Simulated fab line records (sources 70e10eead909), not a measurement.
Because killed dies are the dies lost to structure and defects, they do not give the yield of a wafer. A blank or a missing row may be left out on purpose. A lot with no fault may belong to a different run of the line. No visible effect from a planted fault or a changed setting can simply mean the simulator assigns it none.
Code-filled problem report in 8D (eight disciplines) form	flow nand-harc	the parts of the form that need people (team, actions taken, sign-off) are left out

1. PROBLEM STATEMENT
At NHARC_P_STI_INSPECT_25, raw-defect-count averages 1143 over 2 wafers from 2 lots, while fault-free wafers read 207, standard deviation 75. Relative to the usual mean, that is a shift of +12 standard deviations.
First observed at day 7 09:46: wafer L107.1, on defect-inspect-02. Wafers with a number at this step in the record: 36, from 12 lots. The rule behind "out" and "out of limits": a value lying over 4 standard deviations away from the usual mean. The other wafers with a number count as sound.

2. WHAT IT IS, AND WHAT IT ISN'T
question	is	is not
which readings at this step	raw-defect-count	-
which lots	L107, L108	L100, L103, L105, L112, L116, L117, L118, L119, L120, L999
which wafers of those lots	L107.1, L108.4	L107.2, L107.6, L108.3, L108.5
read on which gauges	defect-inspect-01, defect-inspect-02	-
when	from day 7 09:46	up to then (14 sound wafers); but 20 sound wafers of L108, L112, L116, L117, L118, L119, L120 came after

3. THE SUSPECTS, EACH WITH WHAT RULES IT OUT
Counting: a tool at a process step up to the reading stays a suspect if it ran every lot that is out. Sound lots after the first of them don't rule it out here, since some wafers of a struck lot are sound.
- the gauge at NHARC_P_STI_INSPECT_25 has been ruled out. Those wafers that are out were read across 2 gauges (defect-inspect-01, defect-inspect-02).
- wet-bench-06 at NHARC_P_STI_ETCH_36 (etches SiO2 in dHF, target depth 38.8 nm): kept. It processed each lot that is out (first: L107, day 7 01:01); up to then, its last sound lot is L105 (day 6 03:34).
The count leaves wet-bench-06 at NHARC_P_STI_ETCH_36.

4. THE CAUSE (what the simulator had put in)
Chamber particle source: wet-bench-06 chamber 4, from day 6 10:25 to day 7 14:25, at NHARC_P_STI_ETCH_36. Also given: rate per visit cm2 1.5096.
The count eliminated every tool but this one.

5. THE CHAIN OF EFFECTS, in route order
Each row: a reading where the mean over the struck wafers with a number is more than 3 standard deviations away from the usual. Only readings for which the record gives a usual standard deviation are gone through. hours: the time from each lot's start at the first step in this table that gives one to its start at this step, as a median over the lots. sigmas: the change in usual standard deviations.
hours	step	reading	usual	on struck wafers	change	sigmas
0	NHARC_P_STI_INSPECT_25	raw-defect-count	207	1143	+936	+12
27	NHARC_P_GATE_INSPECT_28	raw-defect-count	6.2	983.5	+977.3	+99 or more
495	NHARC_END_SORT_01	killed-at-periphery	4.2	85.5	+81.3	+28
495	NHARC_END_SORT_01	killed-dies	62	149	+87	+4.1

6. HOW IT WOULD HAVE BEEN CAUGHT EARLIER
Counted from the fault's start at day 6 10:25, it took 23 hours until the first out-of-limits reading at a measuring or inspecting step in this record, taken at day 7 09:46.
Of the lots that are out (2), L108 began NHARC_P_STI_ETCH_36 on wet-bench-06 after day 7 09:46. A tool hold placed at that time would have kept it from harm.
